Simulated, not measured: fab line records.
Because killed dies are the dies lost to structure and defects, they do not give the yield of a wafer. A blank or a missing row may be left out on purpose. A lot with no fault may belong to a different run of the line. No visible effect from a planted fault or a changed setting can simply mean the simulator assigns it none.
fab line records	flow nand_harc
record: lots: 13	wafers: 39	last_day: 34
route steps=1302 shown P_GATE@142 END@1302
lots untouched by any fault: they come from a run of this same line in which no faults occurred
start_h: the number of hours between the record's first day and the start of the first shown wafer of the lot	wait_h: how many hours have passed since the lot's step before this one	" as in the row above	L1.1+2: several wafers, shown together as one row	- either no value or no given start	* or withheld: withheld	< > ~ a bound
route shown NAME@n: NAME is a module with steps in the file, n the number in the route of the first one	usual: mean/standard deviation taken from wafers without a fault	same: alike in all rows	chamber/n: place in a boat	sites: each site's reading	_std_site: standard deviation of those values	_edge_site: mean of outer sites minus mean of inner sites	radius_mm: for every site, how far away it sits from the centre of the wafer	mask NAME#n: copy n	behind: the tool/chamber that last shaped the wafer	hold: cause of the lot's hold/its duration in hours/its outcome	device: which transistor (n, p or np) failed to switch	end of line: at the end of the route, the tests of the same wafers	where a step has no rows: the recipe by itself	killed: dies that structure and defects cost at the first sort, which is not the same as the wafer's yield	map: a wafer's dies, marking killed ones x, the rest . and places with no die _
set.NAME: the setting that was run; set.NAME@STEP: the one run at that earlier step	model.NAME: the simulator's own value behind a step, which no gauge read
route steps across a sampled set of lots; one table per step, one row per wafer
services: when a tool's chamber went out of use (start_h, in hours from the record's first day, below 0 if earlier), for how many hours, and the reason
== steps ==
step: NHARC_P_GATE_OVL_MEAS_27
usual: overlay_x_nm: 0.2/0.84	overlay_y_nm: 0.0/0.76
lot.wafer	tool	chamber	start_h	wait_h	overlay_x_nm	overlay_y_nm
L773.2	overlay-02	-	96.44	-	-1.0	-0.2
L773.3	"	-	"	"	-1.3	0.3
L773.5	"	-	"	"	-1.1	0.3
L774.1	overlay-01	-	112.87	-	-0.5	0.5
L774.2	"	-	"	"	0.4	0.7
L774.4	"	-	"	"	-0.3	0.5
L776.1	overlay-02	-	126.19	-	-0.5	0.9
L776.2	"	-	"	"	-0.7	0.5
L776.5	"	-	"	"	-0.5	0.8
L777.1	overlay-01	-	135.15	-	-0.3	-1.4
L777.3	"	-	"	"	-0.2	-0.5
L777.5	"	-	"	"	0.2	-2.0
L778.1	overlay-01	-	140.89	-	-0.6	1.6
L778.3	"	-	"	"	-1.8	1.2
L778.5	"	-	"	"	-1.0	1.0
L779.2	overlay-01	-	157.31	-	-0.9	0.4
L779.5	"	-	"	"	-0.6	-0.5
L779.6	"	-	"	"	-0.8	-0.2
L780.1	overlay-02	-	165.89	-	0.3	-0.4
L780.4	"	-	"	"	0.2	0.2
L780.6	"	-	"	"	0.8	-0.6
L781.1	overlay-01	-	182.15	-	-0.3	-0.6
L781.2	"	-	"	"	-0.4	-0.6
L781.5	"	-	"	"	-0.4	-0.6
L786.1	overlay-02	-	223.63	-	1.0	-0.2
L786.2	"	-	"	"	0.6	-0.7
L786.5	"	-	"	"	1.1	-0.2
L793.2	overlay-01	-	300.28	-	-0.2	0.0
L793.5	"	-	"	"	-0.5	0.6
L793.6	"	-	"	"	-0.8	0.0
L794.1	overlay-01	-	304.50	-	0.7	-1.1
L794.2	"	-	"	"	0.6	-0.9
L794.3	"	-	"	"	0.2	-0.8
L795.2	overlay-02	-	320.68	-	0.2	0.3
L795.5	"	-	"	"	0.8	-0.1
L795.6	"	-	"	"	0.3	0.2
L796.2	overlay-01	-	321.44	-	0.3	1.3
L796.3	"	-	"	"	-0.1	1.0
L796.6	"	-	"	"	-0.2	1.5
step: NHARC_P_GATE_ALD_36
recipe: target_thk_a: 200	pulse_time_s: 60	ald_cycles: 223	temp_c: 400	material: SiNx
usual: heater_power_w: 841/85	precursor_pulse_height_rel: 1.003/0.021
lot.wafer	tool	chamber	start_h	wait_h	heater_power_w	precursor_pulse_height_rel
L773.3	ald_sin-03	2	98.87	-	791	1.030
L773.2	"	0	101.02	-	603	1.007
L773.5	"	1	102.09	-	897	1.036
L774.4	ald_sin-04	2	114.22	-	823	1.027
L774.1	"	3	115.26	-	909	0.998
L774.2	"	0	116.31	-	825	0.991
L776.1	ald_sin-03	2	127.54	-	795	1.018
L776.2	"	0	129.66	-	603	1.017
L776.5	"	2	131.78	-	799	1.004
L777.3	ald_sin-04	0	137.56	-	823	1.011
L777.1	"	2	139.68	-	818	0.994
L777.5	"	3	140.74	-	894	0.985
L778.1	ald_sin-01	2	142.25	-	911	0.977
L778.3	"	1	145.37	-	808	0.972
L778.5	"	2	146.41	-	945	1.022
L779.2	ald_sin-03	0	159.73	-	584	1.015
L779.6	"	3	162.89	-	880	0.988
L779.5	"	0	163.94	-	591	1.010
L780.1	ald_sin-04	3	167.29	-	898	1.054
L780.4	"	0	168.35	-	826	0.966
L780.6	"	0	172.58	-	829	0.981
L781.2	ald_sin-01	2	183.50	-	944	0.992
L781.1	"	0	185.63	-	737	1.029
L781.5	"	2	187.75	-	938	0.971
L786.1	ald_sin-04	0	227.12	-	847	0.997
L786.2	"	1	228.18	-	897	0.993
L786.5	"	3	230.32	-	933	1.011
L793.2	ald_sin-01	1	303.85	-	796	1.028
L793.5	"	3	306.00	-	935	1.002
L793.6	"	0	307.08	-	739	0.972
L794.1	ald_sin-03	1	305.85	-	890	1.007
L794.2	"	2	306.91	-	821	1.006
L794.3	"	0	309.02	-	608	1.044
L796.2	ald_sin-01	2	322.79	-	904	0.989
L796.3	"	0	324.92	-	750	0.982
L796.6	"	2	327.04	-	890	0.976
L795.2	ald_sin-04	2	323.11	-	816	1.000
L795.5	"	1	326.26	-	888	0.967
L795.6	"	2	327.31	-	814	0.994
step: NHARC_P_GATE_EXPOSE_56
recipe: na: 0.6	target_cd_nm: 720	dose_mj: 14.81	mask_id: P_PSD
lot.wafer	tool	chamber	start_h	wait_h	mask
L773.2+3+5	krf_scanner-04	0	110.16	-	P_PSD#0
L774.1+2+4	krf_scanner-02	0	126.14	-	P_PSD#0
L776.1+2+5	krf_scanner-02	0	139.59	-	P_PSD#0
L777.1+3+5	krf_scanner-02	0	148.76	-	P_PSD#0
L778.1+3+5	krf_scanner-04	0	154.71	-	P_PSD#0
L779.2+5+6	krf_scanner-04	0	170.69	-	P_PSD#0
L780.1+4+6	krf_scanner-03	0	179.45	-	P_PSD#0
L781.1+2+5	krf_scanner-02	0	195.71	-	P_PSD#0
L786.1+2+5	krf_scanner-04	0	237.17	-	P_HVN#0
L793.2+5+6	krf_scanner-04	0	313.95	-	P_PSD#0
L794.1+2+3	krf_scanner-04	0	318.00	-	P_PSD#0
L795.2+5+6	krf_scanner-04	0	334.10	-	P_PSD#0
L796.2+3+6	krf_scanner-02	0	334.99	-	P_PSD#0
step: NHARC_P_GATE_CD_MEAS_59
recipe: target_cd_nm: 720	landing_energy_ev: 500
usual: cd_nm: 720.2/1.3
lot.wafer	tool	chamber	start_h	wait_h	cd_nm
L773.2	cd_sem-01	0	110.31	-	719.9
L773.3	"	0	"	"	719.6
L773.5	"	0	"	"	719.8
L774.1	cd_sem-01	0	126.30	-	723.0
L774.2	"	0	"	"	723.9
L774.4	"	0	"	"	721.8
L776.1	cd_sem-02	0	139.75	-	721.9
L776.2	"	0	"	"	721.1
L776.5	"	0	"	"	721.3
L777.1	cd_sem-03	0	148.92	-	719.6
L777.3	"	0	"	"	719.1
L777.5	"	0	"	"	720.9
L778.1	cd_sem-01	0	154.87	-	721.6
L778.3	"	0	"	"	721.0
L778.5	"	0	"	"	720.5
L779.2	cd_sem-02	0	170.85	-	720.6
L779.5	"	0	"	"	722.2
L779.6	"	0	"	"	721.4
L780.1	cd_sem-01	0	179.60	-	719.3
L780.4	"	0	"	"	719.4
L780.6	"	0	"	"	718.3
L781.1	cd_sem-03	0	195.87	-	720.5
L781.2	"	0	"	"	720.4
L781.5	"	0	"	"	720.7
L786.1	cd_sem-03	0	237.33	-	-
L786.2	"	0	"	"	-
L786.5	"	0	"	"	-
L793.2	cd_sem-03	0	314.10	-	721.0
L793.5	"	0	"	"	719.8
L793.6	"	0	"	"	720.7
L794.1	cd_sem-01	0	318.15	-	720.5
L794.2	"	0	"	"	719.3
L794.3	"	0	"	"	718.6
L795.2	cd_sem-03	0	334.25	-	717.6
L795.5	"	0	"	"	718.9
L795.6	"	0	"	"	720.1
L796.2	cd_sem-02	0	335.14	-	718.9
L796.3	"	0	"	"	721.0
L796.6	"	0	"	"	719.2
step: NHARC_P_GATE_STRIP_76
recipe: power_w: 1500	temp_c: 250	chemistry: O2
usual: drypump_motor_current_A: 5.5/0.49	heater_power_w: 339/20
lot.wafer	tool	chamber	start_h	wait_h	drypump_motor_current_A	heater_power_w	rf_hours_counter_h
L773.2	plasma_asher-02	0	111.11	0.2	4.8	331	2
L773.3	"	1	"	"	5.8	360	-
L773.5	"	0	"	"	4.8	346	-
L774.1	plasma_asher-02	1	127.09	0.2	5.8	356	4
L774.2	"	0	"	"	4.8	337	4
L774.4	"	0	"	"	4.8	340	-
L776.2	plasma_asher-02	1	140.63	0.2	5.8	359	11
L776.1	"	0	"	"	4.8	345	11
L776.5	"	1	"	"	5.8	360	-
L777.1	plasma_asher-02	1	149.72	0.2	5.8	365	15
L777.3	"	0	"	"	4.8	340	-
L777.5	"	0	"	"	4.8	340	-
L778.1	plasma_asher-02	0	155.77	0.2	4.8	347	19
L778.3	"	0	"	"	4.8	342	-
L778.5	"	0	"	"	4.8	342	-
L779.2	plasma_asher-02	1	171.63	0.2	5.8	360	24
L779.5	"	1	"	"	5.8	353	-
L779.6	"	0	"	"	4.8	332	-
L780.1	plasma_asher-01	1	180.42	0.2	5.8	324	1
L780.4	"	0	"	"	5.9	311	-
L780.6	"	0	"	"	5.9	303	-
L781.1	plasma_asher-02	1	196.66	0.2	5.8	364	28
L781.2	"	0	"	"	4.8	343	28
L781.5	"	0	"	"	4.8	339	-
L786.2	plasma_asher-02	0	238.12	0.2	4.8	346	37
L786.1	"	1	"	"	5.7	370	37
L786.5	"	1	"	"	5.8	359	-
L793.2	plasma_asher-02	1	314.90	0.2	5.8	349	7
L793.6	"	0	"	"	4.8	343	-
L793.5	"	1	"	"	5.7	346	-
L794.1	plasma_asher-02	0	318.95	0.2	4.8	350	8
L794.2	"	1	"	"	5.8	334	8
L794.3	"	0	"	"	4.8	344	-
L795.2	plasma_asher-02	1	335.65	0.2	5.7	349	12
L795.5	"	0	"	"	4.8	351	-
L795.6	"	1	"	"	5.8	346	-
L796.2	plasma_asher-01	0	336.37	0.2	6.0	302	30
L796.3	"	1	"	"	5.8	335	-
L796.6	"	0	"	"	5.9	301	-
step: NHARC_END_SORT_01
recipe: temp_c: 25
usual: killed_at_array: 62/16	killed_at_other: 0.8/1.1	killed_at_periphery: 4/3.2	killed_dies: 67/16	killed_open: 3.5/1.9	killed_short: 2.1/1.5
same: gross_dies: 677
lot.wafer	tool	chamber	start_h	wait_h	hold	killed_at_array	killed_at_other	killed_at_periphery	killed_dies	killed_open	killed_short
L777.1	prober-01	0	594.14	2.5	-	85	0	4	89	3	2
L777.3	prober-01	0	595.73	3.1	-	87	0	5	92	6	0
L777.5	prober-01	0	597.33	3.7	-	86	0	3	89	8	3
L780.1	prober-02	0	631.26	2.5	-	86	1	0	87	4	3
L780.4	prober-02	0	633.68	3.4	-	82	2	5	89	3	1
L780.6	prober-02	0	635.29	4.0	-	76	0	3	79	4	1
L781.1	prober-01	0	649.19	2.5	-	58	0	16	74	3	5
L781.2	prober-01	0	649.99	2.8	-	57	0	14	71	6	5
L781.5	prober-01	0	652.38	3.7	-	55	0	6	61	3	2
L786.1	prober-02	0	682.39	2.5	await_dispo/1.3h/scrap	46	0	631	677	5	2
L786.2	prober-02	0	683.19	2.8	await_dispo/1.3h/scrap	58	0	619	677	4	1
L786.5	prober-02	0	685.56	3.7	await_dispo/1.3h/scrap	46	0	631	677	2	0
killed by level:class
L777.1 A_CHANNEL_HOLE_D1:chamber_film_flake=33 A_SLIT:chamber_film_flake=23 A_CHANNEL_HOLE_D2:chamber_film_flake=11 A_CONTACT:chamber_film_flake=8 P_STI:chamber_film_flake=3 A_CHANNEL_FILL_D2:chamber_film_flake=3 A_ONON_D1:geometric_particle:open=1 A_ONON_D2:geometric_particle:short=1
L777.3 A_CHANNEL_HOLE_D1:chamber_film_flake=37 A_SLIT:chamber_film_flake=24 A_CHANNEL_HOLE_D2:chamber_film_flake=9 A_CONTACT:chamber_film_flake=5 P_STI:chamber_film_flake=3 A_STAIRCASE:chamber_film_flake=3 A_CHANNEL_FILL_D2:chamber_film_flake=3 P_CONTACT:geometric_particle:open=2
L777.5 A_CHANNEL_HOLE_D1:chamber_film_flake=31 A_SLIT:chamber_film_flake=20 A_CHANNEL_HOLE_D2:chamber_film_flake=11 A_CONTACT:chamber_film_flake=4 A_M1:chamber_film_flake=4 A_ONON_D1:geometric_particle:open=2 A_WL_FILL:geometric_particle:open=2 A_CHANNEL_FILL_D1:chamber_film_flake=2
L780.1 A_CHANNEL_HOLE_D2:chamber_film_flake=32 A_SLIT:chamber_film_flake=31 A_CONTACT:chamber_film_flake=6 A_ZERO_WELL:chamber_film_flake=3 A_CHANNEL_HOLE_D1:chamber_film_flake=3 A_ONON_D1:geometric_particle:short=1 A_CHANNEL_FILL_D1:geometric_particle:open=1 A_CHANNEL_FILL_D1:geometric_particle:short=1
L780.4 A_CHANNEL_HOLE_D2:chamber_film_flake=34 A_SLIT:chamber_film_flake=32 P_ZERO_WELL:chamber_film_flake=4 A_CHANNEL_HOLE_D1:chamber_film_flake=4 A_CONTACT:chamber_film_flake=3 A_DECK1_JOINT:chamber_film_flake=2 THIN_TSV:chamber_film_flake=2 P_CONTACT:geometric_particle:open=1
L780.6 A_SLIT:chamber_film_flake=36 A_CHANNEL_HOLE_D2:chamber_film_flake=26 P_ZERO_WELL:chamber_film_flake=2 A_ZERO_WELL:chamber_film_flake=2 A_DECK1_JOINT:chamber_film_flake=2 A_WL_FILL:chamber_film_flake=2 A_CHANNEL_HOLE_D1:geometric_particle:open=1 A_CHANNEL_FILL_D1:geometric_particle:open=1
L781.1 A_SLIT:chamber_film_flake=31 P_CONTACT:chamber_film_flake=11 A_CHANNEL_HOLE_D2:chamber_film_flake=9 A_CHANNEL_HOLE_D1:chamber_film_flake=3 A_STAIRCASE:chamber_film_flake=3 P_ZERO_WELL:chamber_film_flake=2 A_DECK1_JOINT:chamber_film_flake=2 A_WL_FILL:chamber_film_flake=2
L781.2 A_SLIT:chamber_film_flake=29 A_CHANNEL_HOLE_D2:chamber_film_flake=10 P_CONTACT:chamber_film_flake=9 A_CHANNEL_HOLE_D1:chamber_film_flake=3 A_CONTACT:chamber_film_flake=3 P_GATE:geometric_particle:open=2 P_ZERO_WELL:chamber_film_flake=2 A_DECK1_JOINT:chamber_film_flake=2
L781.5 A_SLIT:chamber_film_flake=25 A_CHANNEL_HOLE_D2:chamber_film_flake=15 P_CONTACT:chamber_film_flake=4 A_CHANNEL_HOLE_D1:chamber_film_flake=3 A_CONTACT:chamber_film_flake=3 A_M0:chamber_film_flake=2 P_CONTACT:geometric_particle:open=1 A_CHANNEL_FILL_D1:geometric_particle:short=1
L786.1 P_GATE:area_expose=619 A_CHANNEL_HOLE_D1:chamber_film_flake=32 P_GATE:chamber_film_flake=7 A_WL_FILL:chamber_film_flake=3 A_CONTACT:chamber_film_flake=3 P_M2:chamber_film_flake=2 A_SLIT:chamber_film_flake=2 P_CONTACT:geometric_particle:open=1
L786.2 P_GATE:area_expose=618 A_CHANNEL_HOLE_D1:chamber_film_flake=39 A_CONTACT:chamber_film_flake=7 A_SLIT:chamber_film_flake=5 A_CHANNEL_FILL_D1:geometric_particle:open=3 A_CHANNEL_HOLE_D2:geometric_particle:short=1 A_BLC:geometric_particle:open=1 P_GATE:chamber_film_flake=1
L786.5 P_GATE:area_expose=625 A_CHANNEL_HOLE_D1:chamber_film_flake=33 A_CONTACT:chamber_film_flake=5 A_SLIT:chamber_film_flake=3 P_GATE:chamber_film_flake=2 P_M2:chamber_film_flake=2 A_STAIRCASE:chamber_film_flake=2 P_GATE:geometric_particle:open=1
== services ==
tool	chamber	start_h	hours	kind
plasma_asher-02	-	82.34	1.1	repair
ald_sin-04	-	87.81	10.0	pm
plasma_asher-02	-	89.20	9.0	pm
plasma_asher-02	0	89.20	9.0	vent_cycle
krf_scanner-02	-	94.00	4.0	pm
ald_sin-04	1	98.81	3.2	repair
plasma_asher-01	-	125.26	32.1	repair
ald_sin-03	-	147.94	1.3	repair
ald_sin-04	-	149.66	0.5	repair
ald_sin-01	3	152.21	5.2	repair
ald_sin-04	2	153.15	5.8	repair
plasma_asher-01	-	165.26	9.0	pm
ald_sin-03	-	170.00	10.0	pm
krf_scanner-04	-	182.00	4.0	pm
ald_sin-03	-	196.07	1.4	repair
krf_scanner-04	-	199.97	1.1	repair
plasma_asher-01	-	215.15	3.5	repair
krf_scanner-03	-	224.14	4.0	pm
ald_sin-04	1	249.99	3.3	repair
krf_scanner-02	-	266.00	4.0	pm
plasma_asher-02	-	266.20	9.0	pm
ald_sin-04	3	271.70	16.4	repair
krf_scanner-03	-	273.63	0.4	repair
ald_sin-01	1	332.79	15.0	repair
== key ==
first_sign: step: NHARC_P_GATE_EXPOSE_56	reading: mask	direction: changed
effect: step: NHARC_P_GATE_CD_MEAS_59	reading: cd_nm	direction: missing
effect: step: NHARC_END_SORT_01	reading: killed_at_periphery	direction: up	sigmas: 99+	usual: 4	struck: 627
more_kills_born_at: NHARC_P_GATE_EXPOSE_56@krf_scanner-04: 1862
met_at NHARC_P_GATE_EXPOSE_56
struck_lots L786
later_rows_left_out L786.1,L786.2,L786.5
tester_left_out L786
not_acting_at NHARC_P_GATE_OVL_MEAS_27,NHARC_P_GATE_ALD_36,NHARC_P_GATE_STRIP_76
onset_between 170.69 237.17
fault: kind: wrong_mask	tool: any	chamber: -	onset_h: 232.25	steps: NHARC_P_GATE_EXPOSE_56	aux_copy: P_HVN#0	scope: struck_lots_only
tester_left_out: of these lots the tester's yield and bins aren't shown, on N5 and GAA mostly nor the transistor test; their killed dies are dies lost to structure and defects alone, not to doping, threshold or leakage, so they don't give the yield
later_rows_left_out: the simulator's readings of these wafers behind a module that went badly wrong aren't trusted and aren't shown, but for the sort
